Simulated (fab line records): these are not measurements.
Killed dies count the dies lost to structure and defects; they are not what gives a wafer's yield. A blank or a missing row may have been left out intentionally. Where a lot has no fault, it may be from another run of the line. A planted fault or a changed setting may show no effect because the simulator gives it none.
Which tool did it? || flow nand_harc || 6 lots, 18 wafers sampled, at 3 steps of a route of 1302

== WHAT THE GAUGES SHOWED, per wafer ==
NHARC_P_STI_INSPECT_25.
{"lot": "L843", "measured": "day 4 10:08", "on": "defect_inspect-01", "raw_defect_count": "296 246 357"}
{"lot": "L845", "measured": "day 5 07:51", "on": "defect_inspect-02", "raw_defect_count": "316 471 305"}
{"lot": "L847", "measured": "day 6 01:29", "on": "defect_inspect-02", "raw_defect_count": "191 283 266"}
{"lot": "L849", "measured": "day 7 07:13", "on": "defect_inspect-01", "raw_defect_count": "173 192 160"}
{"lot": "L855", "measured": "day 9 22:37", "on": "defect_inspect-01", "raw_defect_count": "168 105 196"}
{"lot": "L864", "measured": "day 13 03:32", "on": "defect_inspect-02", "raw_defect_count": "255 244 357"}

== WHAT TOOL EACH LOT RAN ON (gives the tool, then ch and the chambers of the sampled wafers, and finally the start) ==
{"lot": "L843", "NHARC_P_ZERO_WELL_EXPOSE_21": "krf_scanner-01 ch 0, day 2 08:18", "NHARC_P_STI_CMP_21": "cmp-02 ch 0,1, day 4 00:38"}
{"lot": "L845", "NHARC_P_ZERO_WELL_EXPOSE_21": "krf_scanner-02 ch 0, day 3 04:11", "NHARC_P_STI_CMP_21": "cmp-02 ch 2,3, day 4 22:05"}
{"lot": "L847", "NHARC_P_ZERO_WELL_EXPOSE_21": "krf_scanner-01 ch 0, day 4 00:25", "NHARC_P_STI_CMP_21": "cmp-01 ch 1,2, day 5 16:24"}
{"lot": "L849", "NHARC_P_ZERO_WELL_EXPOSE_21": "krf_scanner-02 ch 0, day 4 20:31", "NHARC_P_STI_CMP_21": "cmp-02 ch 0,2,3, day 6 20:52"}
{"lot": "L855", "NHARC_P_ZERO_WELL_EXPOSE_21": "krf_scanner-02 ch 0, day 7 08:14", "NHARC_P_STI_CMP_21": "cmp-01 ch 0,2,3, day 9 14:37"}
{"lot": "L864", "NHARC_P_ZERO_WELL_EXPOSE_21": "krf_scanner-01 ch 0, day 11 02:29", "NHARC_P_STI_CMP_21": "cmp-01 ch 0,2,3, day 12 19:11"}
- NHARC_P_ZERO_WELL_EXPOSE_21: exposes mask P NWELL, target cd 720 nm.
- NHARC_P_STI_CMP_21: polishes, t overpolish 20 s, target thk 380.67 nm.

== THE ANSWER, worked out from the rows above alone ==
Rule: what is usual is taken from the lots themselves. Put in order of their means at a reading, lots are off if they are a third of the lots or fewer, leave a main group of 4 or more, and stand apart from it by a gap of 3 or more times the standard deviation of the main group's means; of several such gaps the widest counts. If all means in a main group match to the digits the tables above print for the reading, that group is not used. A lot without any number at a reading at which 4 lots or more have one is off too. The other lots that the step has rows for count as sound.
Nothing can be told from this: no lot is off at any reading shown.

== WHAT THE SIMULATOR PUT IN ==
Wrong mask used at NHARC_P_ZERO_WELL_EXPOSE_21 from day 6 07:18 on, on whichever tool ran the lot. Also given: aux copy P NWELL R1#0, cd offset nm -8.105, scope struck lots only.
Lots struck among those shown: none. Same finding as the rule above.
